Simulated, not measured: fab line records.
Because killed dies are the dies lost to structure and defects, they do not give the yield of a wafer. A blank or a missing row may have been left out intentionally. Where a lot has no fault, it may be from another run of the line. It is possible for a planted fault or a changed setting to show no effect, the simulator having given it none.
Matching of chambers | flow n5_finfet | 4 sister chambers for N5_BEOL_M10_STRIP_36 on rie_diel-03
The step strips in N2/H2. 4 wafers are shown with their chamber, then 10 later ones without.

## WAFERS, EACH WITH ITS CHAMBER
wafer  | chamber | showerhead_plenum_p_Torr (Torr)
L081.5 | 2       | 2.60
L085.4 | 3       | 2.39
L087.1 | 0       | 2.46
L087.2 | 1       | 2.40

## WAFERS WHOSE CHAMBER IS MISSING
wafer  | showerhead_plenum_p_Torr (Torr)
L087.6 | 2.40
L091.3 | 2.40
L091.4 | 2.38
L091.5 | 2.40
L094.2 | 2.38
L094.3 | 2.60
L094.4 | 2.46
L097.4 | 2.45
L097.5 | 2.39
L097.6 | 2.45

## WHICH CHAMBER EACH WENT THROUGH
wafer  | from the rows above     | in truth
L087.6 | can't be placed: 1 or 3 | 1
L091.3 | can't be placed: 1 or 3 | 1
L091.4 | can't be placed: 3 or 1 | 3
L091.5 | can't be placed: 1 or 3 | 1
L094.2 | can't be placed: 3 or 1 | 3
L094.3 | 2                       | 2
L094.4 | 0                       | 0
L097.4 | 0                       | 0
L097.5 | can't be placed: 3 or 1 | 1
L097.6 | 0                       | 0
Correctly placed: 4 of 10. Not placeable from these rows: 6 (in 6, the candidates include the true chamber). 0 placed wrongly.
How it was worked out, from the rows above alone: a wafer's distance from a chamber is the root of the sum, over the readings, of the square of ((its reading less the chamber's mean) divided by the reading's scatter). If the next closest chamber is less than 2 further off than the closest, the wafer can't be placed; otherwise it belongs to the closest. A chamber's mean is the mean of its shown wafers. The scatter: root of mean squared gap, hidden wafer to nearest shown wafer, with one shown wafer a chamber.
